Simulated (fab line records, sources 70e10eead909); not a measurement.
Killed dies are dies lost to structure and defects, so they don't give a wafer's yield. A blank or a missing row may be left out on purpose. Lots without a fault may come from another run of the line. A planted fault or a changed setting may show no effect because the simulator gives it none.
Chamber matching | flow nand_harc | NHARC_P_GATE_STRIP_101 on rie_diel-08: 4 sister chambers
The step strips in O2, time 20 s. 20 wafers are shown with their chamber, then 10 later ones without.

WAFERS WITH THEIR CHAMBER
wafer  | chamber | drypump_motor_current_A (A) | oes_product_au (a.u.) | rf_vpp_V (V)
L074.1 | 3       | 6.1                         | 1.000                 | 58.4
L074.5 | 0       | 5.9                         | 1.014                 | 57.6
L074.6 | 1       | 4.9                         | 1.001                 | 58.2
L075.1 | 3       | 6.1                         | 0.996                 | 58.1
L075.4 | 1       | 4.9                         | 0.991                 | 58.1
L075.5 | 1       | 4.9                         | 0.991                 | 56.9
L076.3 | 1       | 4.9                         | 0.988                 | 58.0
L076.4 | 3       | 6.1                         | 1.007                 | 57.2
L076.6 | 3       | 6.1                         | 0.994                 | 59.0
L077.4 | 1       | 4.9                         | 0.985                 | 57.3
L077.5 | 3       | 6.0                         | 0.991                 | 57.8
L077.6 | 2       | 5.5                         | 0.979                 | 56.6
L081.1 | 2       | 5.4                         | 0.991                 | 57.6
L081.2 | 3       | 6.1                         | 0.993                 | 57.1
L081.3 | 0       | 5.9                         | 0.997                 | 57.2
L081.4 | 1       | 4.9                         | 0.994                 | 57.7
L081.5 | 2       | 5.4                         | 0.990                 | 56.7
L081.6 | 1       | 4.9                         | 0.994                 | 57.7
L080.3 | 1       | 4.9                         | 0.992                 | 57.9
L080.4 | 3       | 6.1                         | 0.997                 | 57.0

SIGNATURES (means of the wafers above)
reading                 | chamber 0 | chamber 1 | chamber 2 | chamber 3 | scatter within a chamber
drypump_motor_current_A | 5.900     | 4.900     | 5.433     | 6.086     | 0.0309
oes_product_au          | 1.00550   | 0.99200   | 0.98667   | 0.99686   | 0.00592
rf_vpp_V                | 57.400    | 57.725    | 56.967    | 57.800    | 0.581
Rule: a wafer's distance from a chamber is the root of the sum, over the readings, of the square of ((its reading less the chamber's mean) divided by the reading's scatter). The wafer belongs to the nearest chamber; if the next one is less than 2 further off, it can't be placed. The scatter: the root of (the sum of the squares of (reading less its chamber's mean) over the shown wafers, divided by (wafers less chambers)).

WAFERS WITHOUT THEIR CHAMBER
wafer  | drypump_motor_current_A (A) | oes_product_au (a.u.) | rf_vpp_V (V)
L080.5 | 5.9                         | 1.001                 | 57.3
L085.3 | 5.9                         | 1.005                 | 55.9
L085.5 | 5.9                         | 1.009                 | 57.5
L085.6 | 4.9                         | 1.016                 | 58.9
L087.1 | 5.9                         | 0.993                 | 57.3
L087.5 | 4.9                         | 1.016                 | 57.0
L087.6 | 5.4                         | 1.009                 | 57.9
L091.2 | 5.9                         | 0.978                 | 57.3
L091.5 | 5.9                         | 0.985                 | 57.3
L091.6 | 4.9                         | 0.984                 | 56.5

WHICH CHAMBER EACH WENT THROUGH
wafer  | from the rows above | in truth
L080.5 | 0                   | 0
L085.3 | 0                   | 0
L085.5 | 0                   | 0
L085.6 | 1                   | 1
L087.1 | 0                   | 0
L087.5 | 1                   | 1
L087.6 | 2                   | 2
L091.2 | 0                   | 0
L091.5 | 0                   | 0
L091.6 | 1                   | 1
Placed correctly: 10 of 10. Can't be placed from these rows: 0. Placed wrongly: 0.
